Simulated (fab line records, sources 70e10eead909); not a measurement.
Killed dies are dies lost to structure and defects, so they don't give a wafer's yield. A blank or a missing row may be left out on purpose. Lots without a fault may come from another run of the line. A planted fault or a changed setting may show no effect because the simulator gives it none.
Which tool did it? | flow nand_harc | 13 lots, 39 wafers sampled, at 6 steps of a route of 1302

WHAT THE GAUGES READ, wafer by wafer
NHARC_A_CHANNEL_FILL_D1_THK_MEAS_06: measures by ellipsometry. Usual: thk_nm 5.0 nm, standard deviation 1.
lot  | measured     | on            | thk_nm (nm) | flag
L167 | day 10 11:38 | film_metro-02 | 5.3 4.1 3.5 |
L166 | day 10 11:39 | film_metro-01 | 5.5 5.0 5.1 |
L172 | day 13 05:47 | film_metro-01 | 5.2 6.6 6.0 |
L176 | day 14 21:15 | film_metro-01 | 3.2 5.2 3.5 |
L178 | day 15 09:05 | film_metro-01 | 5.3 6.2 6.2 |
L177 | day 15 09:05 | film_metro-02 | 6.0 5.7 5.8 |
L180 | day 16 18:05 | film_metro-01 | 6.8 5.6 4.8 |
L179 | day 17 00:24 | film_metro-01 | 3.6 6.7 4.6 |
L182 | day 17 00:25 | film_metro-01 | 4.9 3.1 4.7 |
L185 | day 18 16:23 | film_metro-02 | 2.5 3.9 4.7 |
L186 | day 18 16:24 | film_metro-01 | 5.2 4.1 4.0 |
L187 | day 19 12:19 | film_metro-01 | 3.5 5.3 3.9 |
L188 | day 19 18:54 | film_metro-02 | 5.9 4.6 6.0 |

NHARC_A_DECK1_JOINT_THK_MEAS_14: measures by ellipsometry. Usual: thk_nm 51.3 nm, standard deviation 1.5.
lot  | measured     | on            | thk_nm (nm)    | flag
L167 | day 11 12:44 | film_metro-02 | 49.4 51.8 50.9 |
L166 | day 11 12:44 | film_metro-01 | 50.0 53.5 51.4 |
L172 | day 14 04:13 | film_metro-02 | 47.3 49.9 51.1 |
L176 | day 15 21:35 | film_metro-01 | 52.0 52.3 52.7 |
L178 | day 16 07:59 | film_metro-02 | 48.3 48.0 50.5 |
L177 | day 16 07:59 | film_metro-01 | 50.1 51.1 50.2 |
L180 | day 17 16:48 | film_metro-02 | 51.6 52.0 52.0 |
L179 | day 17 23:22 | film_metro-02 | 51.0 51.6 53.3 |
L182 | day 17 23:22 | film_metro-01 | 52.9 51.2 52.2 |
L185 | day 19 15:25 | film_metro-02 | 50.3 51.9 51.4 |
L186 | day 19 15:25 | film_metro-01 | 50.6 53.3 53.2 |
L187 | day 20 10:44 | film_metro-01 | 52.3 51.1 49.8 |
L188 | day 20 17:37 | film_metro-02 | 50.4 49.6 51.8 |

NHARC_A_DECK1_JOINT_THK_MEAS_17: measures by ellipsometry. Usual: thk_nm 45.0 nm, standard deviation 1.2.
lot  | measured     | on            | thk_nm (nm)    | flag
L167 | day 12 09:49 | film_metro-02 | 44.9 44.6 46.4 |
L166 | day 12 09:56 | film_metro-01 | 44.7 44.0 45.7 |
L172 | day 15 06:32 | film_metro-01 | 45.0 47.1 45.5 |
L176 | day 16 20:29 | film_metro-01 | 60.6 47.2 60.1 | OFF
L178 | day 17 13:49 | film_metro-02 | 46.1 45.0 45.0 |
L177 | day 17 13:50 | film_metro-01 | 61.3 63.2 45.6 | OFF
L180 | day 18 15:56 | film_metro-02 | 45.8 44.2 46.2 |
L179 | day 19 00:14 | film_metro-01 | 46.8 44.4 45.3 |
L182 | day 19 00:25 | film_metro-01 | 44.5 46.6 44.2 |
L185 | day 20 19:13 | film_metro-02 | 46.2 45.1 46.3 |
L186 | day 20 19:12 | film_metro-01 | 45.2 45.4 46.5 |
L187 | day 21 14:41 | film_metro-02 | 42.9 42.3 45.7 |
L188 | day 21 14:41 | film_metro-01 | 44.0 45.5 46.4 |

NHARC_A_ONON_D2_THK_MEAS_11: measures by ellipsometry. Usual: thk_nm 998 nm, standard deviation 8.6.
lot  | measured     | on            | thk_nm (nm)    | flag
L167 | day 12 12:07 | film_metro-01 | 989 991 989    |
L166 | day 12 12:14 | film_metro-02 | 1000 1001 1001 |
L172 | day 15 08:50 | film_metro-01 | 993 993 993    |
L176 | day 16 22:47 | film_metro-01 | 997 997 996    |
L178 | day 17 16:07 | film_metro-01 | 989 986 987    |
L177 | day 17 16:10 | film_metro-02 | 990 991 991    |
L180 | day 18 18:16 | film_metro-02 | 993 990 992    |
L179 | day 19 02:32 | film_metro-01 | 998 999 1000   |
L182 | day 19 02:43 | film_metro-01 | 1008 1011 1009 |
L185 | day 20 21:32 | film_metro-01 | 987 985 986    |
L186 | day 20 21:31 | film_metro-01 | 1007 1008 1004 |
L187 | day 21 17:00 | film_metro-02 | 1006 1005 1005 |
L188 | day 21 17:07 | film_metro-02 | 1009 1009 1008 |

NHARC_END_SORT_01. Usual: killed_at_array 56, standard deviation 17; killed_at_other 0.9, standard deviation 1.2; killed_at_periphery 3.9, standard deviation 2.5; killed_dies 61, standard deviation 17; killed_open 3.2, standard deviation 1.8; killed_short 2.7, standard deviation 1.7.
lot  | measured     | on        | killed_at_array | killed_at_other | killed_at_periphery | killed_dies | killed_open | killed_short | flag
L180 | day 31 22:25 | prober-01 | 57 86           | 1 0             | 2 5                 | 60 91       | 4 7         | 1 3          |
L182 | day 30 17:47 | prober-01 | 29 40           | 0 0             | 4 6                 | 33 46       | 3 4         | 3 3          |
L186 | day 32 16:44 | prober-01 | 52 41 57        | 1 1 0           | 4 11 5              | 57 53 62    | 1 4 2       | 0 2 1        |

WHICH TOOL RAN EACH LOT (tool, then ch and the chambers of the sampled wafers, then the start)
lot  | NHARC_A_DECK1_JOINT_DEP_16
L167 | pecvd-01 ch 1,2, day 12 09:34
L166 | pecvd-03 ch 0,2, day 12 09:39
L172 | pecvd-02 ch 1,2, day 15 06:19
L176 | pecvd-01 ch 1,2, day 16 20:14
L178 | pecvd-02 ch 0,1, day 17 13:33
L177 | pecvd-01 ch 1,2, day 17 13:37
L180 | pecvd-02 ch 0,1,2, day 18 15:45
L179 | pecvd-03 ch 0,1,2, day 18 23:58
L182 | pecvd-03 ch 0,1,2, day 19 00:08
L185 | pecvd-01 ch 0,2, day 20 18:58
L186 | pecvd-03 ch 0,2, day 20 18:56
L187 | pecvd-02 ch 1,2, day 21 14:24
L188 | pecvd-03 ch 0,1, day 21 14:28
- NHARC_A_DECK1_JOINT_DEP_16: deposits SiO2, target thk 45 nm.

WHAT THE TOOLS THEMSELVES READ (means of the sampled wafers that have a number; where no wafer has one, the mark that the record gives instead)
NHARC_A_DECK1_JOINT_DEP_16. Usual: heater_power_w 602 W, standard deviation 89; throttle_valve_pct 16.0 %, standard deviation 0.73.
lot  | tool     | heater_power_w (W) | throttle_valve_pct (%) | flag
L167 | pecvd-01 | 531                | 15.7                   |
L166 | pecvd-03 | 688                | 15.2                   |
L172 | pecvd-02 | 603                | 15.7                   |
L176 | pecvd-01 | 572                | 16.0                   |
L178 | pecvd-02 | 624                | 17.0                   |
L177 | pecvd-01 | 603                | 15.8                   |
L180 | pecvd-02 | 605                | 15.6                   |
L179 | pecvd-03 | 584                | 16.0                   |
L182 | pecvd-03 | 680                | 16.1                   |
L185 | pecvd-01 | 502                | 15.7                   |
L186 | pecvd-03 | 628                | 15.9                   |
L187 | pecvd-02 | 640                | 15.2                   |
L188 | pecvd-03 | 638                | 16.2                   |

THE ANSWER, worked out from the rows above alone
Rule: a lot is off if the mean of its wafers that have a number lies more than 3 standard deviations from the usual mean. A lot without any number at a reading at which 4 lots or more have one is off too. The other lots that the step has rows for count as sound. The gauges are gone through in route order, then the tools' own readings, and for those a lot's mean is taken as printed above. The first step at which some lot is off is used, and at that step the reading that is off furthest; a lot without a number counts as furthest.
Off: L176, L177, at NHARC_A_DECK1_JOINT_THK_MEAS_17 (thk_nm).
A tool fits if, at a process step before that reading, it ran every lot that is off, and no sound lot after the first of them. The gauges at NHARC_A_DECK1_JOINT_THK_MEAS_17 are tried like those tools. None of those tried fits.

WHAT THE SIMULATOR HAD PUT IN
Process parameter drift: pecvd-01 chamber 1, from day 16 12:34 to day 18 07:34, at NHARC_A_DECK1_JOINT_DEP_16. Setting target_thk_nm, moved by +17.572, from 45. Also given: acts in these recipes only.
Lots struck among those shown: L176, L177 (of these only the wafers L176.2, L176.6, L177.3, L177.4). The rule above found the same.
